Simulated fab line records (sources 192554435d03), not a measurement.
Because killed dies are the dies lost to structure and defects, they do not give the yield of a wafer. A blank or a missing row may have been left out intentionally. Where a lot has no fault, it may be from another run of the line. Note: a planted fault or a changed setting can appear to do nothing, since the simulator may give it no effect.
A struck lot beside a sound one    flow n5Finfet    24 out of 1938 route steps
Sound: these wafers, L671.1, L671.3, L671.4. Wafers L684.1, L684.4, L684.5 were the ones struck. The cause is named last.
Each step with rows lists, per side, the tool, then ch with its chambers, then its first start. Under that, the readings that differ: sound wafers    struck wafers    difference of the means    sigmas: that difference in standard deviations of wafers without a fault.
alike: readings whose means differ by less than 2 such deviations, and words and numbers that are the same on both sides. not compared: withheld readings, readings that some wafer has no value for, bounds like >300 that may hide the same value, and numbers for which the record gives no deviation and whose values overlap.
Wherever a step has rows on one side only, a row that says differs or no value, or a row with sigmas, the two part there. Numbers that don't overlap but have no deviation are shown without sigmas and don't part them. A reading missing from all wafers of one side parts the sides only when that side holds two or more wafers.

first, 10 steps without rows for these wafers: N5_DUMMY_GATE_SRD_26 (time 30 s); N5_DUMMY_GATE_UV_OZONE_45 (time 120 s); N5_SPACER0_ALD_07 (deposits SiNx, target thk 2 nm); N5_SPACER0_ALD_00 (deposits SiOCN, target thk 3.5 nm, pulse time 3 s, purge time 2 s); N5_SPACER0_ALD_08 (deposits SiNx, target thk 2 nm); N5_SD_EPI_N_COAT_32 (time 60 s, resist thk 350 nm); N5_SD_EPI_N_COAT_33 (time 60 s, resist thk 35 nm); N5_SD_EPI_N_COAT_03 (resist thk 150 nm); N5_SD_EPI_N_EBR_05; N5_SD_EPI_N_SOFTBAKE_04 (time 60 s).
N5_SD_EPI_N_EXPOSE_06: exposes mask SD N BLK, target cd 120 nm.
  sound on arfiScanner-01 ch 0, day 4 22:17; struck on arfiScanner-01 ch 0, day 8 02:18
reading            sound           struck          difference  sigmas
exposureDoseMJCm2  40.4 40.4 40.4  38.7 38.8 38.8  -1.6        -5
  alike: mask
then, 2 steps without rows for these wafers: N5_SD_EPI_N_PEB_07 (peb time 60 s); N5_SD_EPI_N_DEVELOP_08 (develop time 30 s).
N5_SD_EPI_N_CD_MEAS_09: target cd 120 nm.
  sound on cdSem-03 ch 0, day 4 22:25; struck on cdSem-01 ch 0, day 8 02:26
reading    sound              struck             difference  sigmas
cdNm (nm)  119.8 119.7 119.6  115.2 116.5 116.3  -3.7        -5
N5_SD_EPI_N_DESCUM_14: chemistry O2, time 7.9 s.
  sound on rieDiel-01 ch 0,1,3, day 4 22:30; struck on rieDiel-01 ch 0,1,2, day 8 02:31
reading                   sound              struck             difference  sigmas
model.SD_EPI_N.cdNm (nm)  119.8 119.8 119.8  115.2 116.8 116.6  -3.6        
  alike: drypumpMotorCurrentA, o2FlowSccm, oesProductAu, rfVppV, showerheadPlenumPTorr, throttleValvePct
  not compared: rfHoursCounterH
then, 7 steps without rows for these wafers: N5_SD_EPI_N_ETCH_34 (etches SiARC in CF4, target depth 45.5 nm, time 75.8 s); N5_SD_EPI_N_ETCH_35 (etches SOC in N2/H2, overetch 108 nm, time 486 s); N5_SD_EPI_N_STRIP_36 (strips in N2/H2); N5_SD_EPI_N_ETCHBACK_44 (etches SiNx in CH3F/O2, stops on SiO2, target depth 14.5 nm); N5_SD_EPI_N_ETCH_45 (etches SiOCN in CH3F/O2, target depth 6 nm); N5_SD_EPI_N_ETCH_16 (etches SiO2 in CHF3/O2, target depth 5 nm); N5_SD_EPI_N_STRIP_47 (strips in CHF3/O2).
N5_SD_EPI_N_SD_RECESS_17: chemistry HBr/Cl2/O2, target depth 41 nm, time 23.7 s, bt time 3 s.
  sound on rieSi-05 ch 1,2,3, day 4 23:11; struck on rieSi-03 ch 0,1,3, day 8 03:12
reading                   sound            struck             difference  sigmas
model.SD_EPI_N.cdNm (nm)  118.4 121.2 119  117.2 117.8 117.6  -2.0        
  alike: drypumpMotorCurrentA, mfcCl2Sccm, oesProductAu, throttleValvePct
  not compared: rfHoursCounterH
then, 1 step without rows for these wafers: N5_SD_EPI_N_STRIP_38 (strips in N2/H2).

WHERE THEY PART
Earliest at N5_SD_EPI_N_EXPOSE_06; latest, in this record, at N5_SD_EPI_N_CD_MEAS_09. Later steps at which nothing parts them and some readings are alike: N5_SD_EPI_N_DESCUM_14, N5_SD_EPI_N_SD_RECESS_17.

WHY: what had been put in by the simulator
Drift in process parameters on arfiScanner-01 at N5_SD_EPI_N_EXPOSE_06, starting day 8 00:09. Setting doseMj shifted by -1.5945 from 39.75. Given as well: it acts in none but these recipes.
